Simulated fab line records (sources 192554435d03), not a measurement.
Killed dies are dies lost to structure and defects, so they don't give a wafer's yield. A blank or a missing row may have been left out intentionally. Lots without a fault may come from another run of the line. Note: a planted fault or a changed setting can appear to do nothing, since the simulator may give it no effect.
A lot that was struck, set against a sound lot / flow n5_finfet / 15 out of 1938 route steps
Sound: the wafers L210.3, L210.4, L210.6. Struck: wafer L219.2 (left out: L219.5, a lot-mate that was not struck); the cause follows at the end.
At each step with rows: each side's tool, then ch and its chambers, then its first start. Under that, the readings that differ: sound wafers / struck wafers / difference of the means / sigmas: that difference in standard deviations of wafers without a fault.
alike: words and numbers the same on both sides, and readings whose means are apart by under 2 such deviations; not compared: readings that were withheld, readings missing a value for some wafer, numbers with overlapping values and no deviation given by the record, and bounds like >300 which may hide the same value.
The two part at a step that has a row with sigmas, a row that says differs or no value, or rows on one side only. Numbers that don't overlap but have no deviation are shown without sigmas and don't part them. A reading that every wafer of one side lacks parts them only if that side has two wafers or more.

first, 8 steps without rows for these wafers: N5_BEOL_M13_COAT_66 (time 60 s, resist thk 110 nm); N5_BEOL_M13_COAT_22 (resist thk 300 nm); N5_BEOL_M13_EBR_24; N5_BEOL_M13_SOFTBAKE_23 (time 60 s); N5_BEOL_M13_EXPOSE_25 (exposes mask M13, target cd 210 nm); N5_BEOL_M13_PEB_26 (peb time 90 s); N5_BEOL_M13_DEVELOP_27 (develop time 45 s); N5_BEOL_M13_HARDBAKE_32 (time 120 s).
N5_BEOL_M13_CD_MEAS_28: the cd target is 209.5 nm.
  sound on cd_sem-01 ch 0, day 12 05:31; struck on cd_sem-03 ch 0, day 14 03:21
  alike: cd_nm
N5_BEOL_M13_OVL_MEAS_29:
  sound on overlay-02 ch 0, day 12 05:32; struck on overlay-02 ch 0, day 14 03:23
reading=M13_OVL (nm); sound=0 5 3; struck=-7; difference=-10; sigmas=-2
N5_BEOL_M13_INSPECT_30: inspects for defects (macro).
  struck on defect_inspect-01, day 14 03:25; sound on defect_inspect-02, day 12 05:34
  alike: raw_defect_count
N5_BEOL_M13_DESCUM_33: chemistry O2, time 7.9 s.
  sound on rie_diel-05 ch 0,2, day 12 05:36; struck on rie_diel-01 ch 0, day 14 03:26
reading=drypump_motor_current_A (A); sound=5.2 5.7 5.2; struck=6.7; difference=+1.3; sigmas=+2
reading=rf_vpp_V (V); sound=242.0 244.6 242.6; struck=245.9; difference=+2.8; sigmas=+2
  alike: bias_power_w, o2_flow_sccm, oes_product_au, rf_fwd_power_W, showerhead_plenum_p_Torr, throttle_valve_pct
  not compared: rf_hours_counter_h
N5_BEOL_M13_ETCH_67: etches SiARC in CF4, target depth 143 nm, time 238.3 s.
  sound on rie_diel-05 ch 0,2, day 12 05:38; struck on rie_diel-01 ch 0, day 14 03:28
reading=drypump_motor_current_A (A); sound=5.2 5.7 5.2; struck=6.7; difference=+1.3; sigmas=+2
reading=etch_rf_on_time_s (s); sound=237 236 237; struck=172; difference=-65; sigmas=-11
reading=oes_product_au (a.u.); sound=0.61 0.66 0.61; struck=0.84; difference=+0.21; sigmas=+3
  alike: rf_fwd_power_W, rf_vpp_V, showerhead_plenum_p_Torr, throttle_valve_pct
  not compared: rf_hours_counter_h
N5_BEOL_M13_ETCH_68: etches SOC in N2/H2, time 355 s.
  sound on rie_diel-05 ch 0,2, day 12 05:47; struck on rie_diel-01 ch 0, day 14 03:37
reading=drypump_motor_current_A (A); sound=5.2 5.7 5.2; struck=6.7; difference=+1.3; sigmas=+2
  alike: oes_product_au, rf_fwd_power_W, rf_vpp_V, showerhead_plenum_p_Torr, throttle_valve_pct
  not compared: rf_hours_counter_h
following that, these wafers have no rows for 1 step: N5_PASSIVATION_PROBE_49.

== WHERE THEY PART ==
At N5_BEOL_M13_OVL_MEAS_29 first; at N5_BEOL_M13_ETCH_68 last (within this record only).

WHY: what had been put in by the simulator
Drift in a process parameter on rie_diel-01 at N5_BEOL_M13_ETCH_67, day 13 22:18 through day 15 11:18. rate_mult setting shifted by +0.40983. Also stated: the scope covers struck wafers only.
